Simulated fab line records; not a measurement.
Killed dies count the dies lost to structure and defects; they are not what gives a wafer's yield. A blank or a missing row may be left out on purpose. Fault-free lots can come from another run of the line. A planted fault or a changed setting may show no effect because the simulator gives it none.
Matching of chambers | flow nand_harc | 4 sister chambers for NHARC_P_M2_DESCUM_14 on rie_diel-01
The step chemistry O2, time 3 s. 8 wafers are shown with their chamber, then 9 later ones without.

## WAFERS PAIRED WITH THEIR CHAMBERS
wafer  | chamber | throttle_valve_pct (%) | oes_product_au (a.u.)
L428.3 | 3       | 11.302                 | 1.001
L428.6 | 0       | 11.316                 | 0.989
L430.1 | 0       | 11.299                 | 1.000
L431.1 | 3       | 11.298                 | 1.000
L434.5 | 2       | 11.319                 | 1.001
L435.2 | 1       | 11.315                 | 0.999
L435.3 | 2       | 11.317                 | 0.998
L435.5 | 1       | 11.321                 | 0.994

## WAFERS WITH NO CHAMBER GIVEN
wafer  | throttle_valve_pct (%) | oes_product_au (a.u.)
L436.1 | 11.319                 | 0.992
L436.4 | 11.309                 | 0.993
L436.6 | 11.312                 | 1.002
L438.1 | 11.303                 | 0.993
L438.3 | 11.309                 | 1.009
L438.4 | 11.289                 | 1.004
L440.1 | 11.314                 | 1.002
L440.2 | 11.323                 | 0.999
L440.3 | 11.322                 | 0.998

## CHAMBER TAKEN BY EACH
wafer  | from the rows above               | in truth
L436.1 | can't be placed: 1 or 2 or 0      | 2
L436.4 | can't be placed: 0 or 1 or 2 or 3 | 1
L436.6 | can't be placed: 2 or 1 or 0 or 3 | 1
L438.1 | can't be placed: 0 or 3 or 1 or 2 | 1
L438.3 | can't be placed: 3 or 2 or 1 or 0 | 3
L438.4 | can't be placed: 3 or 0           | 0
L440.1 | can't be placed: 2 or 1 or 0 or 3 | 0
L440.2 | can't be placed: 2 or 1 or 0      | 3
L440.3 | can't be placed: 2 or 1 or 0      | 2
Placed correctly: 0 of 9. These rows do not allow placing 9 (true chamber among the candidates in 8). Placed wrongly: 0.
How it was worked out, from the rows above alone: a wafer's distance from a chamber is the root of the sum, over the readings, of the square of ((its reading less the chamber's mean) divided by the reading's scatter). The wafer belongs to the nearest chamber; if the next one is less than 2 further off, it can't be placed. For every chamber, the mean is computed from those of its wafers that are shown. The scatter: take each reading less its chamber's mean, square it, sum over the shown wafers, divide by the number of wafers less the number of chambers, and take the root.
